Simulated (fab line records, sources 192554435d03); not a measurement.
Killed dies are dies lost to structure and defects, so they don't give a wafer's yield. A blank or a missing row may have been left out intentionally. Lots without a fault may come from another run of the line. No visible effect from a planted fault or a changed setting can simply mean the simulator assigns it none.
What tool caused it? | flow n5 finfet | 72 wafers from 24 lots sampled at 2 of the route's 1938 steps

## WHAT THE GAUGES READ, wafer by wafer
N5_BEOL_M14_CD_MEAS_28: the cd target is 284.4 nm. Usual: 284.7 nm for cd nm, sd 2.1.
lot  | measured     | on        | cd nm (nm)        | flag
L074 | day 11 08:05 | cd sem-01 | 285.4 282.3 286.2 |
L076 | day 11 11:10 | cd sem-01 | 287.9 283.4 283.5 |
L075 | day 11 11:37 | cd sem-03 | 288.6 286.7 282.7 |
L077 | day 11 18:24 | cd sem-01 | 282.4 282.7 279.8 |
L078 | day 12 01:06 | cd sem-03 | 284.4 286.5 283.1 |
L079 | day 12 01:16 | cd sem-01 | 284.4 285.1 286.4 |
L080 | day 12 15:41 | cd sem-03 | 282.2 284.7 284.2 |
L081 | day 12 16:13 | cd sem-02 | 284.8 281.0 279.5 |
L083 | day 12 23:18 | cd sem-03 | 285.5 284.9 286.5 |
L084 | day 13 06:36 | cd sem-02 | 284.9 284.8 282.6 |
L082 | day 13 10:05 | cd sem-01 | 283.3 284.0 283.6 |
L085 | day 13 16:14 | cd sem-03 | 280.2 282.7 285.1 |
L087 | day 14 04:56 | cd sem-01 | 283.7 283.5 283.5 |
L086 | day 14 05:15 | cd sem-01 | 284.2 286.2 287.4 |
L088 | day 15 05:22 | cd sem-03 | 286.1 287.9 286.6 |
L089 | day 15 05:39 | cd sem-03 | 284.0 280.8 281.0 |
L090 | day 15 05:43 | cd sem-03 | 286.3 282.5 284.5 |
L091 | day 15 18:49 | cd sem-03 | 285.5 289.0 286.1 |
L093 | day 15 22:07 | cd sem-01 | 286.9 288.1 285.3 |
L094 | day 15 22:43 | cd sem-03 | 283.5 284.8 286.2 |
L092 | day 16 04:51 | cd sem-02 | 285.4 283.3 286.2 |
L095 | day 16 10:19 | cd sem-03 | 287.8 284.0 286.5 |
L096 | day 17 00:56 | cd sem-02 | 284.2 283.1 282.7 |
L097 | day 17 13:26 | cd sem-01 | 281.8 279.8 283.9 |

## EACH LOT AND THE TOOL THAT RAN IT (in order: tool; ch and the chambers of the sampled wafers; start)
lot  | N5_BEOL_M13_DEP_53
L074 | pecvd-03 ch 0,1,2, day 11 06:25
L076 | pecvd-02 ch 0,1,2, day 11 09:34
L075 | pecvd-01 ch 1,2, day 11 09:53
L077 | pecvd-03 ch 1,2, day 11 16:47
L078 | pecvd-03 ch 0,2, day 11 23:19
L079 | pecvd-02 ch 0,1,2, day 11 23:23
L080 | pecvd-03 ch 0,2, day 12 13:59
L081 | pecvd-03 ch 0,2, day 12 14:32
L083 | pecvd-01 ch 0,1,2, day 12 21:40
L084 | pecvd-02 ch 0,1,2, day 13 05:08
L082 | pecvd-01 ch 0,1,2, day 13 08:37
L085 | pecvd-03 ch 0,2, day 13 14:38
L087 | pecvd-03 ch 0,2, day 14 03:19
L086 | pecvd-02 ch 0,1, day 14 03:34
L088 | pecvd-01 ch 0,2, day 15 03:19
L089 | pecvd-03 ch 0,2, day 15 03:37
L090 | pecvd-02 ch 0,2, day 15 03:45
L091 | pecvd-01 ch 0, day 15 16:59
L093 | pecvd-03 ch 0,2, day 15 20:28
L094 | pecvd-03 ch 0,2, day 15 20:44
L092 | pecvd-02 ch 0,2, day 16 03:13
L095 | pecvd-03 ch 0,2, day 16 08:37
L096 | pecvd-03 ch 0,2, day 16 23:14
L097 | pecvd-03 ch 0,2, day 17 11:41
- N5_BEOL_M13_DEP_53: deposits SiCN from 3MS/NH3, target thk 50 nm, time 17.8 s.

## AS READ BY THE TOOLS THEMSELVES (means over the sampled wafers that have a number; for cases with no such wafer, the mark the record gives instead)
N5_BEOL_M13_DEP_53. Usual: showerhead plenum p Torr 4.153 Torr, standard deviation 0.022; throttle valve pct 17.6 %, standard deviation 1.1.
lot  | tool     | showerhead plenum p Torr (Torr) | throttle valve pct (%) | flag
L074 | pecvd-03 | 4.154                           | 18.0                   |
L076 | pecvd-02 | 4.176                           | 18.3                   |
L075 | pecvd-01 | 4.166                           | 17.8                   |
L077 | pecvd-03 | 4.154                           | 17.1                   |
L078 | pecvd-03 | 4.139                           | 16.7                   |
L079 | pecvd-02 | 4.170                           | 18.3                   |
L080 | pecvd-03 | 4.135                           | 16.7                   |
L081 | pecvd-03 | 4.142                           | 16.6                   |
L083 | pecvd-01 | 4.161                           | 17.7                   |
L084 | pecvd-02 | 4.171                           | 18.6                   |
L082 | pecvd-01 | 4.162                           | 17.7                   |
L085 | pecvd-03 | 4.141                           | 16.7                   |
L087 | pecvd-03 | 4.141                           | 17.3                   |
L086 | pecvd-02 | 4.160                           | 19.1                   |
L088 | pecvd-01 | 4.163                           | 17.7                   |
L089 | pecvd-03 | 4.134                           | 17.3                   |
L090 | pecvd-02 | 4.178                           | 18.4                   |
L091 | pecvd-01 | 4.164                           | 17.6                   |
L093 | pecvd-03 | 4.137                           | 16.9                   |
L094 | pecvd-03 | 4.143                           | 16.9                   |
L092 | pecvd-02 | 4.175                           | 18.3                   |
L095 | pecvd-03 | 4.141                           | 17.4                   |
L096 | pecvd-03 | 4.142                           | 16.8                   |
L097 | pecvd-03 | 4.135                           | 16.9                   |

## THE ANSWER, worked out from the rows above alone
Rule: a lot is off if the mean of its wafers that have a number lies more than 3 standard deviations from the usual mean. A lot without any number at a reading at which 4 lots or more have one is off too. Where the step has rows for the other lots, those lots are counted as sound. First the gauges in route order, then the tools' own readings, where a lot's mean is used as printed above. At the first step where some lot is off, the reading lying furthest off is the one used; lots without a number count as furthest.
No lot is off at any reading shown: from this, nothing can be told.

## WHAT WAS PUT IN BY THE SIMULATOR
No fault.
